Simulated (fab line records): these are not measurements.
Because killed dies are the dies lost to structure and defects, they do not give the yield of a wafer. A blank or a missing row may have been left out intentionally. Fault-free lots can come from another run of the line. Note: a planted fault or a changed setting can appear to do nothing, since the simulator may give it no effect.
Check of tool commonality -- flow n5 finfet -- 26 wafers sampled across 9 lots

## REASON IT WAS OPENED
At N5_GATE_CUT_INSPECT_15 the reading raw defect count is flagged on 2 of 9 lots. No-fault wafers: 133, standard deviation 44.
Rule: a lot is flagged in two cases, either no wafer of it has a number, or all its wafers with numbers fall more than 4 standard deviations from that mean. As for the other lots, they are considered sound.

lot,measured,on,"raw defect count, wafer by wafer",flag
L663,day 4 18:56,defect inspect-02,149 154 112,
L667,day 5 16:47,defect inspect-02,237 168 240,
L670,day 6 12:24,defect inspect-01,106 131 148,
L671,day 6 21:16,defect inspect-01,112 68,
L672,day 7 03:07,defect inspect-01,571 543 584,FLAGGED
L673,day 7 10:48,defect inspect-01,204 148 141,
L676,day 8 00:15,defect inspect-02,443 493 420,FLAGGED
L681,day 9 09:27,defect inspect-01,144 185 127,
L682,day 9 11:14,defect inspect-01,113 119 132,
Average over the flagged lots: 509; offset from the usual +376, equal to +9 standard deviations.

## EACH LOT AND THE TOOL IT RAN ON
2 process steps preceding the reading are held in the record, out of 1938 steps in the route. Every cell lists first the tool, next ch and the chambers used by the sampled wafers, and last the start.
lot,flag,N5_GATE_CUT_VAPOR_ETCH_60,N5_GATE_CUT_HM_DEP_46
L663,,"rie metal-01 ch 1, day 4 14:51","pecvd-04 ch 0,1,2, day 4 18:23"
L667,,"rie metal-01 ch 1, day 5 13:11","pecvd-03 ch 0,1, day 5 16:21"
L670,,"rie metal-01 ch 1, day 6 08:58","pecvd-03 ch 0,1, day 6 11:57"
L671,,"rie metal-02 ch 1, day 6 17:19","pecvd-03 ch 0,1, day 6 20:50"
L672,FLAGGED,"rie metal-02 ch 0,1, day 6 22:39","pecvd-03 ch 0,1,2, day 7 02:34"
L673,,"rie metal-03 ch 0,1, day 7 07:12","pecvd-04 ch 0,1,2, day 7 10:15"
L676,FLAGGED,"rie metal-02 ch 0,1, day 7 19:46","pecvd-03 ch 1,2, day 7 22:47"
L681,,"rie metal-01 ch 0,1, day 9 05:43","pecvd-02 ch 0,2, day 9 08:53"
L682,,"rie metal-01 ch 0,1, day 9 07:50","pecvd-02 ch 0,1,2, day 9 10:49"
What is done by these steps:
- N5_GATE_CUT_VAPOR_ETCH_60: etches HfO2 in BCl3/Cl2.
- N5_GATE_CUT_HM_DEP_46: deposits SiO2 from TEOS/O2, target thk 130 nm, time 26.6 s.
- N5_GATE_CUT_INSPECT_15: inspects for defects (brightfield).

## FLAGGED AGAINST TOTAL, ONE TOOL AT A TIME (gauges that did the reading follow at the end)
step,tool,lots run,flagged,share of the flagged lots,sound lots run after its first flagged lot
N5_GATE_CUT_VAPOR_ETCH_60,rie metal-01,5,0,none,-
N5_GATE_CUT_VAPOR_ETCH_60,rie metal-02,3,2,all,0
N5_GATE_CUT_VAPOR_ETCH_60,rie metal-03,1,0,none,-
N5_GATE_CUT_HM_DEP_46,pecvd-02,2,0,none,-
N5_GATE_CUT_HM_DEP_46,pecvd-03,5,2,all,0
N5_GATE_CUT_HM_DEP_46,pecvd-04,2,0,none,-
N5_GATE_CUT_INSPECT_15,defect inspect-01,6,1,some,"3 (L673,L681,L682)"
N5_GATE_CUT_INSPECT_15,defect inspect-02,3,1,some,0

## THE TABLE: WHAT IT ALLOWS
2 rows of the table ran every flagged lot: rie metal-02 at N5_GATE_CUT_VAPOR_ETCH_60, pecvd-03 at N5_GATE_CUT_HM_DEP_46.
- rie metal-02 at N5_GATE_CUT_VAPOR_ETCH_60: 2 of its 3 lots flagged. A fault beginning between L671 (day 6 17:19), its last sound lot, and L672 (day 6 22:39), its first flagged one, fits the data.
- pecvd-03 at N5_GATE_CUT_HM_DEP_46: 2 of its 5 lots flagged. A fault beginning between L671 (day 6 20:50), its last sound lot, and L672 (day 7 02:34), its first flagged one, fits the data.
Counting lots can't tell these 2 tools apart, because each fits a fault that began at some hour. More lots, or a look at what each step does to the wafer, might.

## WHAT WAS PUT IN BY THE SIMULATOR
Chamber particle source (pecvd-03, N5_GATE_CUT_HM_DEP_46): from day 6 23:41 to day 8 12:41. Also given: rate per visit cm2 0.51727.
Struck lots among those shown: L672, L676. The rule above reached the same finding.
